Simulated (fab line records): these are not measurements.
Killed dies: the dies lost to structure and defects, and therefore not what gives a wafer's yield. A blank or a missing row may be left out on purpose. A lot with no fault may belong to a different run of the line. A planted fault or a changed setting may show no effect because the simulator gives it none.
fab line records	flow nand_harc
[record] lots = 7	wafers = 19	last_day = 33
route steps=1302 shown A_DECK1_JOINT@537 A_ONON_D2@545 END@1302
lots that met no fault: taken from a fault-free run of the same line
start_h: start of the lot's first displayed wafer, in hours after the record's first day	wait_h: how many hours have passed since the lot's step before this one	" same as the row above	L1.1+2: a row that stands for several wafers	- no value, or no start was given	* or withheld: withheld	< > ~ a bound
route shown NAME@n: names a module that has steps shown in the file, with the first one's number in the route	usual: mean and standard deviation over wafers with no fault	same: alike in all rows	chamber/n: place in a boat	sites: each site's reading	_std_site: standard deviation across them	_edge_site: outer sites' mean less inner sites'	radius_mm: how far each site lies from the wafer's centre	mask NAME#n: copy n	behind: the last tool/chamber to shape the wafer	hold: cause of the lot's hold/its duration in hours/its outcome	device: the n, p or np transistor that did not switch	end of line: tests of these same wafers at the route's end	step lacking rows: just its recipe	killed: dies that structure and defects cost at the first sort, which is not the same as the wafer's yield	map: a wafer's dies, x killed, . not, _ none there
set.NAME: the setting as run; set.NAME@STEP: as run at that earlier step	model.NAME: the simulator's own value behind a step, which no gauge read
lots seen at some steps along the route; tables by step, rows by wafer
services: the hour from which a tool's chamber was out of use, counted from the record's first day as start_h (under 0 if before that day), plus the number of hours and why
[[steps]]
[step NHARC_A_DECK1_JOINT_ANNEAL_28]
[recipe] temp_c = 500	time_s = 1800	idle_temp_c = 400	ramp_up_c_per_min = 10	densification_p_h2o_torr = 640
[step NHARC_A_DECK1_JOINT_ANNEAL_29]
[recipe] temp_c = 750	time_s = 1800	idle_temp_c = 500	ramp_up_c_per_min = 10	ramp_down_c_per_min = 3
[step NHARC_A_DECK1_JOINT_CMP_02]
[recipe] material = SiOx
[usual] motor_current_A = 12.4/1.3	slurry_filter_dp_kPa = 13.50/0.14
lot.wafer	tool	chamber	start_h	wait_h	motor_current_A	slurry_filter_dp_kPa
L682.1	cmp-02	2	338.39	0.4	11.3	13.59
L682.4	"	0	"	"	10.3	13.58
L682.6	"	2	"	"	11.2	13.15
L693.2	cmp-03	2	452.96	0.4	13.1	13.50
L693.1	"	3	"	"	10.4	13.56
L693.3	"	0	"	"	13.2	13.62
L692.1	cmp-03	1	454.48	0.4	15.3	13.49
L692.5	"	0	"	"	13.3	13.61
L694.1	cmp-03	0	465.12	0.4	13.4	13.57
L694.5	"	1	"	"	15.0	13.57
L697.1	cmp-04	3	484.93	0.4	13.8	13.49
L697.5	"	1	"	"	12.5	13.45
L697.6	"	2	"	"	13.3	13.39
L695.2	cmp-02	0	484.96	0.5	11.0	13.74
L695.6	"	1	"	"	13.1	13.64
L695.5	"	2	"	"	11.3	13.64
L698.4	cmp-04	0	504.45	0.4	10.6	13.56
L698.3	"	1	"	"	12.8	13.59
L698.6	"	3	"	"	13.8	13.45
[step NHARC_A_DECK1_JOINT_SRD_15]
[step NHARC_A_DECK1_JOINT_DEP_16]
[recipe] target_thk_a = 450	temp_c = 400	pressure_torr = 6.5	rf_w = 900	teos_flow_sccm = 161.4	flow_sccm = 2650	target_thk_nm = 45	gas = O2	material = SiO2
[usual] heater_power_outer_w = 306/72	heater_power_w = 547/100	susceptor_temp_C = 400.00/0.22	throttle_valve_pct = 16.1/0.51
lot.wafer	tool	chamber	start_h	wait_h	heater_power_outer_w	heater_power_w	susceptor_temp_C	throttle_valve_pct
L682.1	pecvd-03	1	338.81	0.1	363	646	400.07	16.4
L682.6	"	0	"	"	197	368	400.48	15.9
L682.4	"	2	"	"	319	557	400.12	16.7
L693.2	pecvd-03	1	453.35	0.1	309	547	399.57	15.7
L693.1	"	2	"	"	346	570	400.04	16.2
L693.3	"	0	"	"	179	340	399.72	15.4
L692.1	pecvd-01	0	454.92	0.1	433	747	400.23	16.0
L692.5	"	2	"	"	288	519	399.96	15.5
L694.1	pecvd-04	1	465.50	0.1	359	584	400.14	15.5
L694.5	"	0	"	"	316	591	399.85	16.7
L695.2	pecvd-01	0	485.27	0.1	432	724	400.23	15.9
L695.5	"	0	"	"	440	729	400.28	15.9
L695.6	"	2	"	"	237	462	400.30	15.6
L697.1	pecvd-03	2	485.27	0.1	328	558	399.59	16.2
L697.6	"	2	"	"	328	562	399.78	16.5
L697.5	"	0	"	"	229	415	400.13	15.6
L698.3	pecvd-03	2	504.84	0.1	264	468	399.74	16.6
L698.6	"	1	"	"	354	608	400.34	15.6
L698.4	"	0	"	"	250	441	399.89	15.5
[step NHARC_A_DECK1_JOINT_THK_MEAS_17]
[recipe] thk_meas_gauge = ellipsometry
[usual] thk_nm = 44.8/1.1
lot.wafer	tool	chamber	start_h	wait_h	thk_nm
L682.1	film_metro-01	-	339.06	0.2	44.5
L682.4	"	-	"	"	47.9
L682.6	"	-	"	"	43.9
L693.1	film_metro-02	-	453.63	0.2	46.2
L693.2	"	-	"	"	45.4
L693.3	"	-	"	"	43.4
L692.1	film_metro-01	-	455.17	0.2	45.2
L692.5	"	-	"	"	47.0
L694.1	film_metro-01	-	465.72	0.2	44.2
L694.5	"	-	"	"	44.3
L697.1	film_metro-01	-	485.55	0.2	44.7
L697.5	"	-	"	"	43.9
L697.6	"	-	"	"	44.8
L695.2	film_metro-02	-	485.56	0.3	45.8
L695.5	"	-	"	"	45.8
L695.6	"	-	"	"	46.4
L698.3	film_metro-01	-	505.09	0.2	43.8
L698.4	"	-	"	"	45.0
L698.6	"	-	"	"	46.6
[step NHARC_A_DECK1_JOINT_INSPECT_05]
[usual] raw_defect_count = 321/130
lot.wafer	tool	chamber	start_h	wait_h	raw_defect_count
L682.1	defect_inspect-02	-	339.09	0.0	491
L682.4	"	-	"	"	335
L682.6	"	-	"	"	309
L693.1	defect_inspect-01	-	453.66	0.0	304
L693.2	"	-	"	"	237
L693.3	"	-	"	"	408
L692.1	defect_inspect-02	-	455.21	0.0	356
L692.5	"	-	"	"	619
L694.1	defect_inspect-01	-	465.75	0.0	186
L694.5	"	-	"	"	266
L697.1	defect_inspect-02	-	485.59	0.0	368
L697.5	"	-	"	"	254
L697.6	"	-	"	"	310
L695.2	defect_inspect-01	-	485.59	0.0	339
L695.5	"	-	"	"	319
L695.6	"	-	"	"	230
L698.3	defect_inspect-02	-	505.13	0.0	192
L698.4	"	-	"	"	235
L698.6	"	-	"	"	233
[step NHARC_A_ONON_D2_DEP_00]
[recipe] target_thk_a = 10000	n2_flow_sccm = 2750	n2o_flow_sccm = 2000	nh3_flow_sccm = 500	sih4_flow_sccm = 210	temp_c = 400
[step NHARC_A_ONON_D2_THK_MEAS_02]
[recipe] thk_meas_gauge = ellipsometry
[usual] thk_nm = 1000/8.2
lot.wafer	tool	chamber	start_h	wait_h	thk_nm
L682.1	film_metro-01	-	339.67	-	991
L682.4	"	-	"	"	993
L682.6	"	-	"	"	992
L693.1	film_metro-02	-	454.24	-	999
L693.2	"	-	"	"	999
L693.3	"	-	"	"	1000
L692.1	film_metro-01	-	455.78	-	989
L692.5	"	-	"	"	990
L694.1	film_metro-02	-	466.48	-	1006
L694.5	"	-	"	"	1004
L697.1	film_metro-02	-	486.16	-	989
L697.5	"	-	"	"	987
L697.6	"	-	"	"	985
L695.2	film_metro-01	-	486.17	-	1005
L695.5	"	-	"	"	1006
L695.6	"	-	"	"	1004
L698.3	film_metro-02	-	505.70	-	998
L698.4	"	-	"	"	997
L698.6	"	-	"	"	1000
[step NHARC_A_ONON_D2_DEP_03]
[recipe] target_thk_a = 10000	n2_flow_sccm = 2750	n2o_flow_sccm = 2000	nh3_flow_sccm = 500	sih4_flow_sccm = 210	temp_c = 400
[step NHARC_A_ONON_D2_THK_MEAS_05]
[recipe] thk_meas_gauge = ellipsometry
[usual] thk_nm = 1000/7.3
lot.wafer	tool	chamber	start_h	wait_h	thk_nm
L682.1	film_metro-02	-	340.24	-	986
L682.4	"	-	"	"	987
L682.6	"	-	"	"	987
L693.1	film_metro-01	-	454.81	-	997
L693.2	"	-	"	"	994
L693.3	"	-	"	"	996
L692.1	film_metro-02	-	456.43	-	1003
L692.5	"	-	"	"	1003
L694.1	film_metro-02	-	467.04	-	995
L694.5	"	-	"	"	995
L697.1	film_metro-02	-	486.73	-	999
L697.5	"	-	"	"	998
L697.6	"	-	"	"	1000
L695.2	film_metro-01	-	486.74	-	996
L695.5	"	-	"	"	997
L695.6	"	-	"	"	996
L698.3	film_metro-02	-	506.27	-	998
L698.4	"	-	"	"	998
L698.6	"	-	"	"	1000
[step NHARC_A_ONON_D2_DEP_06]
[recipe] target_thk_a = 10000	n2_flow_sccm = 2750	n2o_flow_sccm = 2000	nh3_flow_sccm = 500	sih4_flow_sccm = 210	temp_c = 400
[usual] susceptor_temp_C = 400.06/0.24
lot.wafer	tool	chamber	start_h	wait_h	susceptor_temp_C
L682.1	pecvd_onon-02	0	340.30	0.1	399.65
L682.4	"	0	"	"	399.69
L682.6	"	0	"	"	399.94
L693.1	pecvd_onon-04	0	454.88	0.1	400.30
L693.2	"	0	"	"	400.32
L693.3	"	0	"	"	400.31
L692.1	pecvd_onon-04	0	456.49	0.1	400.46
L692.5	"	0	"	"	400.43
L694.1	pecvd_onon-04	0	467.10	0.1	399.65
L694.5	"	0	"	"	399.94
L697.1	pecvd_onon-01	0	486.79	0.1	399.81
L697.5	"	0	"	"	400.02
L697.6	"	0	"	"	400.20
L695.2	pecvd_onon-04	0	486.85	0.1	400.15
L695.5	"	0	"	"	399.72
L695.6	"	0	"	"	399.63
L698.3	pecvd_onon-02	0	506.44	0.2	400.37
L698.4	"	0	"	"	400.38
L698.6	"	0	"	"	400.45
[step NHARC_A_ONON_D2_THK_MEAS_08]
[recipe] thk_meas_gauge = ellipsometry
[usual] thk_nm = 998/6.8
lot.wafer	tool	chamber	start_h	wait_h	thk_nm
L682.1	film_metro-01	-	340.80	-	1005
L682.4	"	-	"	"	1005
L682.6	"	-	"	"	1003
L693.1	film_metro-02	-	455.40	-	997
L693.2	"	-	"	"	1001
L693.3	"	-	"	"	1001
L692.1	film_metro-02	-	457.00	-	1575
L692.5	"	-	"	"	1007
L694.1	film_metro-02	-	467.61	-	1560
L694.5	"	-	"	"	990
L697.1	film_metro-02	-	487.30	-	994
L697.5	"	-	"	"	993
L697.6	"	-	"	"	995
L695.2	film_metro-01	-	487.30	-	1577
L695.5	"	-	"	"	1007
L695.6	"	-	"	"	1006
L698.3	film_metro-02	-	506.84	-	1009
L698.4	"	-	"	"	1008
L698.6	"	-	"	"	1008
[step NHARC_A_ONON_D2_DEP_09]
[recipe] target_thk_a = 10000	n2_flow_sccm = 2750	n2o_flow_sccm = 2000	nh3_flow_sccm = 500	sih4_flow_sccm = 210	temp_c = 400
[step NHARC_END_SORT_01]
[recipe] temp_c = 25
[usual] killed_at_array = 61/24	killed_at_other = 1.2/1.3	killed_at_periphery = 3.7/2.6	killed_dies = 66/23	killed_open = 3.3/1.8	killed_short = 2.4/1.6
[same] gross_dies = 677
lot.wafer	tool	chamber	start_h	wait_h	killed_at_array	killed_at_other	killed_at_periphery	killed_dies	killed_open	killed_short
L682.1	prober-02	0	629.79	2.5	54	1	5	60	6	6
L682.4	prober-02	0	632.20	3.4	59	1	5	65	5	1
L682.6	prober-02	0	633.80	4.0	56	1	2	59	1	0
L692.1	prober-01	0	761.47	2.5	672	1	4	677	5	1
L695.2	prober-02	0	773.19	2.8	673	0	4	677	4	2
L695.5	prober-02	0	775.58	3.7	86	1	3	90	7	4
L695.6	prober-02	0	776.38	4.0	93	1	0	94	2	5
L694.1	prober-01	0	777.14	2.5	670	3	4	677	0	1
L697.1	prober-02	0	780.27	2.6	23	5	4	32	6	2
L697.5	prober-02	0	783.45	3.7	37	3	5	45	7	3
L697.6	prober-02	0	784.25	4.0	21	4	6	31	4	2
// killed by level:class
L682.1 A_SLIT:chamber_film_flake=24 A_CHANNEL_HOLE_D2:chamber_film_flake=9 A_CHANNEL_HOLE_D1:chamber_film_flake=5 A_CONTACT:chamber_film_flake=3 P_CONTACT:geometric_particle:short=2 A_M1:geometric_particle:open=2 P_M1:chamber_film_flake=2 A_STAIRCASE:chamber_film_flake=2
L682.4 A_SLIT:chamber_film_flake=32 A_CHANNEL_HOLE_D2:chamber_film_flake=12 A_CONTACT:chamber_film_flake=6 P_GATE:chamber_film_flake=3 A_CHANNEL_HOLE_D1:chamber_film_flake=3 A_DECK1_JOINT:geometric_particle:open=2 P_GATE:geometric_particle:open=1 A_ONON_D2:geometric_particle:short=1
L682.6 A_SLIT:chamber_film_flake=32 A_CHANNEL_HOLE_D1:chamber_film_flake=8 A_CHANNEL_HOLE_D2:chamber_film_flake=8 A_CONTACT:chamber_film_flake=4 P_M1:chamber_film_flake=2 A_DECK1_JOINT:geometric_particle:open=1 A_CHANNEL_FILL_D2:chamber_film_flake=1 A_STAIRCASE:chamber_film_flake=1
L692.1 A_ONON_D2:area_dep=624 A_SLIT:chamber_film_flake=25 A_CHANNEL_HOLE_D1:chamber_film_flake=11 A_CHANNEL_HOLE_D2:geometric_particle:open=2 P_STI:chamber_film_flake=2 A_DECK1_JOINT:chamber_film_flake=2 A_CONTACT:chamber_film_flake=2 A_ONON_D1:geometric_particle:open=1
L695.2 A_ONON_D2:area_dep=593 A_CHANNEL_HOLE_D2:chamber_film_flake=25 A_CHANNEL_HOLE_D1:chamber_film_flake=18 A_SLIT:chamber_film_flake=17 A_CONTACT:chamber_film_flake=7 A_STAIRCASE:chamber_film_flake=6 A_CHANNEL_FILL_D2:chamber_film_flake=3 P_STI:geometric_particle:open=1
L695.5 A_SLIT:chamber_film_flake=33 A_CHANNEL_HOLE_D2:chamber_film_flake=21 A_CHANNEL_HOLE_D1:chamber_film_flake=12 A_CONTACT:chamber_film_flake=6 A_STAIRCASE:chamber_film_flake=5 A_WL_FILL:geometric_particle:open=3 P_M0:geometric_particle:open=1 A_CHANNEL_HOLE_D1:geometric_particle:open=1
L695.6 A_SLIT:chamber_film_flake=34 A_CHANNEL_HOLE_D2:chamber_film_flake=27 A_CHANNEL_HOLE_D1:chamber_film_flake=8 A_STAIRCASE:chamber_film_flake=8 A_CONTACT:chamber_film_flake=8 A_ONON_D2:geometric_particle:short=2 A_SOURCE_PLATE:geometric_particle:short=1 A_CHANNEL_FILL_D1:geometric_particle:open=1
L694.1 A_ONON_D2:area_dep=649 A_CHANNEL_HOLE_D1:chamber_film_flake=10 A_SLIT:chamber_film_flake=4 A_CHANNEL_FILL_D2:chamber_film_flake=3 THIN_TSV:chamber_film_flake=3 P_STI:chamber_film_flake=2 A_STAIRCASE:chamber_film_flake=2 A_ONON_D2:geometric_particle:short=1
L697.1 A_SLIT:chamber_film_flake=8 A_CONTACT:chamber_film_flake=8 THIN_TSV:chamber_film_flake=4 P_GATE:geometric_particle:open=2 P_CONTACT:geometric_particle:open=2 A_CHANNEL_FILL_D1:geometric_particle:open=2 A_CHANNEL_HOLE_D2:chamber_film_flake=2 A_ONON_D1:geometric_particle:short=1
L697.5 A_CONTACT:chamber_film_flake=19 A_SLIT:chamber_film_flake=6 P_GATE:chamber_film_flake=3 A_ONON_D1:geometric_particle:short=2 A_CHANNEL_FILL_D1:geometric_particle:open=2 A_STAIRCASE:chamber_film_flake=2 A_WL_FILL:chamber_film_flake=2 THIN_TSV:chamber_film_flake=2
L697.6 A_SLIT:chamber_film_flake=8 A_CONTACT:chamber_film_flake=6 P_GATE:chamber_film_flake=4 THIN_TSV:chamber_film_flake=3 P_CONTACT:geometric_particle:short=1 P_M1:geometric_particle:short=1 A_CHANNEL_FILL_D1:geometric_particle:open=1 A_ONON_D2:geometric_particle:open=1
// map L692.1 (x killed, . not)
____________x____________
_________xxxxxxx_________
_______xxxxxxxxxxx_______
______xxxxxxxxxxxxx______
_____xxxxxxxxxxxxxxx_____
____xxxxxxxxxxxxxxxxx____
____xxxxxxxxxxxxxxxxx____
___xxxxxxxxxxxxxxxxxxx___
___xxxxxxxxxxxxxxxxxxx___
__xxxxxxxxxxxxxxxxxxxxx__
__xxxxxxxxxxxxxxxxxxxxx__
_xxxxxxxxxxxxxxxxxxxxxxx_
_xxxxxxxxxxxxxxxxxxxxxxx_
_xxxxxxxxxxxxxxxxxxxxxxx_
_xxxxxxxxxxxxxxxxxxxxxxx_
_xxxxxxxxxxxxxxxxxxxxxxx_
xxxxxxxxxxxxxxxxxxxxxxxxx
xxxxxxxxxxxxxxxxxxxxxxxxx
xxxxxxxxxxxxxxxxxxxxxxxxx
xxxxxxxxxxxxxxxxxxxxxxxxx
xxxxxxxxxxxxxxxxxxxxxxxxx
_xxxxxxxxxxxxxxxxxxxxxxx_
_xxxxxxxxxxxxxxxxxxxxxxx_
_xxxxxxxxxxxxxxxxxxxxxxx_
_xxxxxxxxxxxxxxxxxxxxxxx_
_xxxxxxxxxxxxxxxxxxxxxxx_
__xxxxxxxxxxxxxxxxxxxxx__
__xxxxxxxxxxxxxxxxxxxxx__
___xxxxxxxxxxxxxxxxxxx___
___xxxxxxxxxxxxxxxxxxx___
____xxxxxxxxxxxxxxxxx____
____xxxxxxxxxxxxxxxxx____
_____xxxxxxxxxxxxxxx_____
______xxxxxxxxxxxxx______
_______xxxxxxxxxxx_______
_________xxxxxxx_________
____________x____________
// map L694.1 (x killed, . not)
____________x____________
_________xxxxxxx_________
_______xxxxxxxxxxx_______
______xxxxxxxxxxxxx______
_____xxxxxxxxxxxxxxx_____
____xxxxxxxxxxxxxxxxx____
____xxxxxxxxxxxxxxxxx____
___xxxxxxxxxxxxxxxxxxx___
___xxxxxxxxxxxxxxxxxxx___
__xxxxxxxxxxxxxxxxxxxxx__
__xxxxxxxxxxxxxxxxxxxxx__
_xxxxxxxxxxxxxxxxxxxxxxx_
_xxxxxxxxxxxxxxxxxxxxxxx_
_xxxxxxxxxxxxxxxxxxxxxxx_
_xxxxxxxxxxxxxxxxxxxxxxx_
_xxxxxxxxxxxxxxxxxxxxxxx_
xxxxxxxxxxxxxxxxxxxxxxxxx
xxxxxxxxxxxxxxxxxxxxxxxxx
xxxxxxxxxxxxxxxxxxxxxxxxx
xxxxxxxxxxxxxxxxxxxxxxxxx
xxxxxxxxxxxxxxxxxxxxxxxxx
_xxxxxxxxxxxxxxxxxxxxxxx_
_xxxxxxxxxxxxxxxxxxxxxxx_
_xxxxxxxxxxxxxxxxxxxxxxx_
_xxxxxxxxxxxxxxxxxxxxxxx_
_xxxxxxxxxxxxxxxxxxxxxxx_
__xxxxxxxxxxxxxxxxxxxxx__
__xxxxxxxxxxxxxxxxxxxxx__
___xxxxxxxxxxxxxxxxxxx___
___xxxxxxxxxxxxxxxxxxx___
____xxxxxxxxxxxxxxxxx____
____xxxxxxxxxxxxxxxxx____
_____xxxxxxxxxxxxxxx_____
______xxxxxxxxxxxxx______
_______xxxxxxxxxxx_______
_________xxxxxxx_________
____________x____________
[[services]]
tool	chamber	start_h	hours	kind
cmp-04	-	327.90	0.9	repair
pecvd-01	-	335.16	6.4	repair
cmp-02	-	341.69	4.0	pm
cmp-03	-	358.14	4.0	pm
cmp-04	-	358.48	1.4	repair
cmp-02	-	363.56	3.4	repair
pecvd-03	1	364.23	11.0	repair
pecvd-03	-	366.05	13.0	pm
pecvd_onon-02	-	366.14	13.0	pm
cmp-04	-	368.86	1.2	repair
cmp-02	-	390.06	0.6	repair
cmp-03	-	399.69	7.1	repair
cmp-04	-	407.45	4.0	pm
cmp-03	-	420.04	2.8	repair
cmp-04	-	436.22	2.1	repair
pecvd-01	-	437.87	0.3	repair
cmp-02	-	439.69	4.0	pm
cmp-04	-	447.82	0.7	repair
cmp-03	-	456.14	4.0	pm
cmp-02	-	482.28	1.7	repair
pecvd-03	-	486.06	0.6	repair
pecvd_onon-04	-	492.00	13.0	pm
pecvd-01	-	492.21	13.0	pm
cmp-04	-	505.45	4.0	pm
[[key]]
[first_sign] step = NHARC_A_ONON_D2_THK_MEAS_08	reading = thk_nm	direction = up	sigmas = 85	usual = 998	struck = 1570
[effect] step = NHARC_END_SORT_01	reading = killed_dies	direction = up	sigmas = 27	usual = 66	struck = 677
[more_kills_born_at] NHARC_A_ONON_D2_DEP_06@pecvd_onon-04 = 1866
met_at NHARC_A_ONON_D2_DEP_06
struck_wafers L692.1,L694.1,L695.2
later_rows_left_out L692.1,L694.1,L695.2
tester_left_out L692,L694,L695
onset_between 454.88 456.49
[fault] kind = process_parameter_drift	tool = pecvd_onon-04	chamber = -	onset_h = 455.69	steps = NHARC_A_ONON_D2_DEP_06	channel = target_thk_a	offset = *	shape = step	end_h = 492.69	scope = struck_wafers_only	acts_in = *	stated = *
// tester_left_out: of these lots the tester's yield and bins aren't shown, on N5 and GAA mostly nor the transistor test; their killed dies are dies lost to structure and defects alone, not to doping, threshold or leakage, so they don't give the yield
// later_rows_left_out: the simulator's readings of these wafers behind a module that went badly wrong aren't trusted and aren't shown, but for the sort
